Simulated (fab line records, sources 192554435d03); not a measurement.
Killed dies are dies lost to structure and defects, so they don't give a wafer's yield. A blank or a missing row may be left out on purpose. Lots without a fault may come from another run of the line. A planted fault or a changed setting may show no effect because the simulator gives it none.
Problem report in the 8D (eight disciplines) form, filled by code | flow n5_finfet | the parts of the form that need people (team, actions taken, sign-off) are left out

1. THE PROBLEM
etch_rf_on_time_s at N5_FIN_SAQP_HM_OPEN_33 reads a mean of 81.2 s on 1 wafer of 1 lot; wafers without a fault read 67.6 s with a standard deviation of 1.6. That is +8.5 standard deviations from the usual mean.
The step: chemistry CH3F/O2, target SiNx, target depth 49.4 nm, time 70.6 s.
First seen on wafer L597.1, day 3 14:11, on rie_diel-05. The record holds 24 wafers of 8 lots with a number at this step. Rule for "out", or "out of limits": more than 4 standard deviations from the usual mean. The other wafers with a number count as sound.

2. WHAT IT IS AND WHAT IT IS NOT
question                    | is                | is not
which readings at this step | etch_rf_on_time_s | drypump_motor_current_A, oes_product_au, rf_vpp_V, showerhead_plenum_p_Torr, throttle_valve_pct
which lots                  | L597              | L601, L606, L608, L609, L610, L611, L613
which wafers of those lots  | L597.1            | L597.2, L597.6
read on which tools         | rie_diel-05       | rie_diel-01, rie_diel-03
when                        | from day 3 14:11  | up to then (2 sound wafers); but 21 sound wafers of L601, L606, L608, L609, L610, L611, L613 came after

3. SUSPECTS, AND WHAT RULES EACH OUT
Counting: a tool at a process step up to the reading stays a suspect if it ran every lot that is out. Sound lots after the first of them don't rule it out here, since some wafers of a struck lot are sound.
- ald_sin-04 at N5_FIN_SAQP_SPACER2_ALD_28 (deposits SiO2, target thk 8.1 nm, pulse time 1 s, purge time 2 s): kept. It ran the lot that is out, L597 (day 3 13:35).
- rie_si-03 at N5_FIN_SAQP_MANDREL2_REMOVE_60 (chemistry HBr/Cl2/O2, target a-Si, stops on SiNx, bt time 10 s): kept. It ran the lot that is out, L597 (day 3 14:02).
- rie_diel-05 at N5_FIN_SAQP_HM_OPEN_33 (chemistry CH3F/O2, target SiNx, target depth 49.4 nm, time 70.6 s): kept. It ran the lot that is out, L597 (day 3 14:11). Its own readings are out on those wafers: etch_rf_on_time_s.
- Within rie_diel-05 at N5_FIN_SAQP_HM_OPEN_33: the wafers that are out ran in chamber 3; their sound lot-mates ran in chamber 1.
Left after counting: ald_sin-04 at N5_FIN_SAQP_SPACER2_ALD_28, rie_si-03 at N5_FIN_SAQP_MANDREL2_REMOVE_60, rie_diel-05 at N5_FIN_SAQP_HM_OPEN_33.

4. THE CAUSE (what the simulator had put in)
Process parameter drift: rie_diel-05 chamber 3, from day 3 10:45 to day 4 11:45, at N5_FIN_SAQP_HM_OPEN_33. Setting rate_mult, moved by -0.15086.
Counting left 3 suspects, and this tool is among them.

5. THE CHAIN OF EFFECTS, in route order
Each row: a reading whose mean over the struck wafers that have a number lies more than 3 standard deviations from the usual. Only readings for which the record gives a usual standard deviation are gone through. hours: the time from each lot's start at the first step in this table that gives one to its start at this step, as a median over the lots. sigmas: the change in usual standard deviations.
hours | step                   | reading           | usual  | on struck wafers | change | sigmas
0     | N5_FIN_SAQP_HM_OPEN_33 | etch_rf_on_time_s | 67.6 s | 81.2             | +13.6  | +8.5
The process steps in it:
- N5_FIN_SAQP_HM_OPEN_33: chemistry CH3F/O2, target SiNx, target depth 49.4 nm, time 70.6 s.
Later measuring or inspecting steps at which every struck wafer that the step has a row for has a number for every such reading, and none has moved that far: N5_BEOL_M4_RC_MEAS_101.

6. WHAT WOULD HAVE CAUGHT IT SOONER
In this record the first reading out of limits was taken at day 3 14:11, 3 hours after the fault began at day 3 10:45.
